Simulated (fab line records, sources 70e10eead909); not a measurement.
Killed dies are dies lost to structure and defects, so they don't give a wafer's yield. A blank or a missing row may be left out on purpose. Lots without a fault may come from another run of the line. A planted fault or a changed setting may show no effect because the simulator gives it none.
Which tool did it? | flow nand_harc | 6 lots, 18 wafers sampled, at 5 steps of a route of 1159

WHAT THE GAUGES READ, wafer by wafer
NHARC_END_SORT_01.
lot  | measured     | on        | defect_limited_yield (%)
L443 | day 20 17:53 | prober-02 | 98.4 97.3 96.6

WHICH TOOL RAN EACH LOT (tool, then ch and the chambers of the sampled wafers, then the start)
lot  | NHARC_A_BONDPAD_STRIP_15           | NHARC_THIN_TSV_STRIP_45              | NHARC_THIN_TSV_STRIP_62              | NHARC_THIN_TSV_PRE_CLEAN_50
L437 | rie_diel-10 ch 0,2,3, day 18 06:34 | plasma_asher-01 ch 0,1, day 19 03:38 | plasma_asher-02 ch 0,1, day 19 05:14 | pvd_sputter-02, no start
L443 | rie_diel-10 ch 0,1,3, day 19 07:59 | plasma_asher-02 ch 0,1, day 20 01:55 | plasma_asher-02 ch 0,1, day 20 04:18 | pvd_sputter-02, day 20 17:53 or earlier
L446 | rie_diel-10 ch 1,2, day 21 00:39   | plasma_asher-01 ch 0,1, day 21 16:27 | plasma_asher-02 ch 0,1, day 21 18:05 | pvd_sputter-02, no start
L447 | rie_diel-10 ch 0,1,3, day 21 16:05 | plasma_asher-02 ch 1, day 22 08:29   | plasma_asher-01 ch 0,1, day 22 09:59 | pvd_sputter-02, no start
L451 | rie_diel-10 ch 1,2,3, day 22 07:00 | plasma_asher-02 ch 0,1, day 22 23:26 | plasma_asher-02 ch 0,1, day 23 01:13 | pvd_sputter-01, no start
L458 | rie_diel-08 ch 0,1,2, day 23 10:53 | plasma_asher-01 ch 0,1, day 24 01:27 | plasma_asher-01 ch 0,1, day 24 03:02 | pvd_sputter-03, no start
- NHARC_A_BONDPAD_STRIP_15: strips in O2.
- NHARC_THIN_TSV_STRIP_45: strips in O2.
- NHARC_THIN_TSV_STRIP_62: strips in N2/H2, time 20 s.
- NHARC_THIN_TSV_PRE_CLEAN_50: time 30 s.

THE ANSWER, worked out from the rows above alone
Rule: what is usual is taken from the lots themselves. Put in order of their means at a reading, lots are off if they are a third of the lots or fewer, leave a main group of 4 or more, and stand apart from it by a gap of 3 or more times the standard deviation of the main group's means; of several such gaps the widest counts. A main group whose means are all the same, to the digits that the tables above print for the reading, isn't used. A lot without any number at a reading at which 4 lots or more have one is off too. The other lots that the step has rows for count as sound.
No lot is off at any reading shown: from this, nothing can be told.

WHAT THE SIMULATOR HAD PUT IN
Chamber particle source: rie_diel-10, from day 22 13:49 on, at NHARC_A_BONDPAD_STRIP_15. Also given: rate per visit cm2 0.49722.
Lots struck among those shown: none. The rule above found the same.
